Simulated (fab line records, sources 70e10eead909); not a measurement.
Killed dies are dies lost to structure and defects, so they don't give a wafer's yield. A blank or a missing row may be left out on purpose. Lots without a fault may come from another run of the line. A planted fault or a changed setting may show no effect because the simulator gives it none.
A struck lot beside a sound one | flow nand_harc | 16 steps out of a route of 1159
Sound: wafers L720.1, L720.2, L720.4. Struck: wafers L728.3, L728.4, L728.5. The cause comes at the end.
At each step with rows: each side's tool, then ch and its chambers, then its first start. Under that, the readings that differ: sound wafers | struck wafers | difference of the means | sigmas: that difference in standard deviations of wafers without a fault.
alike: readings whose means differ by less than 2 such deviations, and words and numbers that are the same on both sides. not compared: withheld readings, readings that some wafer has no value for, bounds like >300 that may hide the same value, and numbers for which the record gives no deviation and whose values overlap.
The two part at a step that has a row with sigmas, a row that says differs or no value, or rows on one side only. Numbers that don't overlap but have no deviation are shown without sigmas and don't part them. A reading that every wafer of one side lacks parts them only if that side has two wafers or more.

NHARC_A_CONTACT_ETCH_139: etches the open film in C4F8/O2/Ar, time 137 s, target depth 590 nm.
  sound on har_cap_etch-02 ch 0,1, day 19 22:08; struck on har_cap_etch-02 ch 0,1, day 21 18:19
  not compared: rf_hours_counter_h
NHARC_A_CONTACT_ETCH_92: etches the open film in CH3F/O2, target depth 40 nm, time 85.7 s.
  sound on rie_diel-03 ch 0,1,3, day 19 22:32; struck on rie_diel-03 ch 0,1,3, day 21 18:41
  alike: drypump_motor_current_A, mfc_ar_sccm, oes_product_au, rf_vpp_V, showerhead_plenum_p_Torr, throttle_valve_pct
  not compared: rf_hours_counter_h
NHARC_A_CONTACT_ETCH_98: etches the open film in C4F6/O2, target depth 20 nm, time 10 s.
  sound on rie_diel-03 ch 0,1,2; struck on rie_diel-03 ch 1,2,3
  alike: drypump_motor_current_A, mfc_ar_sccm, oes_product_au, rf_vpp_V, showerhead_plenum_p_Torr, throttle_valve_pct
  not compared: rf_hours_counter_h
NHARC_A_CONTACT_CD_MEAS_15:
  sound on cd_sem-03, day 19 22:45; struck on cd_sem-01, day 21 18:52
  alike: cd_nm
then, 3 steps without rows for these wafers: NHARC_A_CONTACT_STRIP_107 (strips in N2/H2); NHARC_A_CONTACT_STRIP_108 (strips in CF4/CHF3); NHARC_A_CONTACT_STRIP_109 (strips in O2/COS).
NHARC_A_CONTACT_ETCH_110: etches the open film in CF4/O2, target depth 50 nm, overetch 5 nm, time 27.5 s.
  sound on rie_diel-04 ch 1,2,3, day 19 23:07; struck on rie_diel-03 ch 0,1, day 21 19:55
  alike: drypump_motor_current_A, mfc_ar_sccm, oes_product_au, rf_vpp_V, showerhead_plenum_p_Torr, throttle_valve_pct
  not compared: rf_hours_counter_h
then, 2 steps without rows for these wafers: NHARC_A_CONTACT_STRIP_26 (strips in O2); NHARC_A_CONTACT_STRIP_27 (strips in post etch residue remover, time 600 s).
NHARC_A_CONTACT_ALD_18: deposits TiN, target thk 3 nm, pulse time 1 s, ald cycles 150.
  sound on ald_metal-01 ch 1,2,3, day 19 23:46; struck on ald_metal-01 ch 1,2, day 21 20:51
  alike: heater_power_w, precursor_pulse_height_rel
then, 1 step without rows for these wafers: NHARC_A_CONTACT_CVD_19 (deposits W, target thk 300 nm, time 802 s).
NHARC_A_CONTACT_CMP_20: polishes, t overpolish 30 s, target thk 300 nm.
  sound on cmp-04 ch 1,2,3, day 20 03:17; struck on cmp-04 ch 1,2, day 21 22:49
  reading                | sound                | struck            | difference | sigmas
  overpolish_run_s (s)   | 29.999 29.999 30.000 | 0.051 0.039 0.045 | -29.954    | -99 or more
  time_to_endpoint_s (s) | 55 60 62             | 117 117 116       | +58        | +18
  alike: motor_current_A
then, 1 step without rows for these wafers: NHARC_A_CONTACT_SRD_22.
NHARC_A_CONTACT_INSPECT_23:
  sound on defect_inspect-01, day 20 03:41; struck on defect_inspect-02, day 21 23:13
  reading          | sound       | struck         | difference | sigmas
  raw_defect_count | 745 504 702 | 2205 2569 2067 | +1630      | +16
-- the record jumps here: 2 days lie between the struck wafers' starts before and after (it left off in module A_CONTACT and takes up again in module END, whose first step shown is number 1159 of the route) --
NHARC_END_SORT_01:
  sound on prober-02 ch 0, day 22 06:04; struck on prober-01 ch 0, day 24 06:05
  reading         | sound    | struck      | difference | sigmas
  killed_at_array | 41 50 54 | 673 674 562 | +588       | +53
  killed_dies     | 44 53 55 | 675 677 566 | +589       | +49
  alike: killed_at_other, killed_at_periphery, killed_open, killed_short

WHERE THEY PART
First at NHARC_A_CONTACT_CMP_20; last, within this record, at NHARC_END_SORT_01.

WHY: what the simulator had put in
Process parameter drift: cmp-04, from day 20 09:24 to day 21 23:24, at NHARC_A_CONTACT_CMP_20. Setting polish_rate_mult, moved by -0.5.
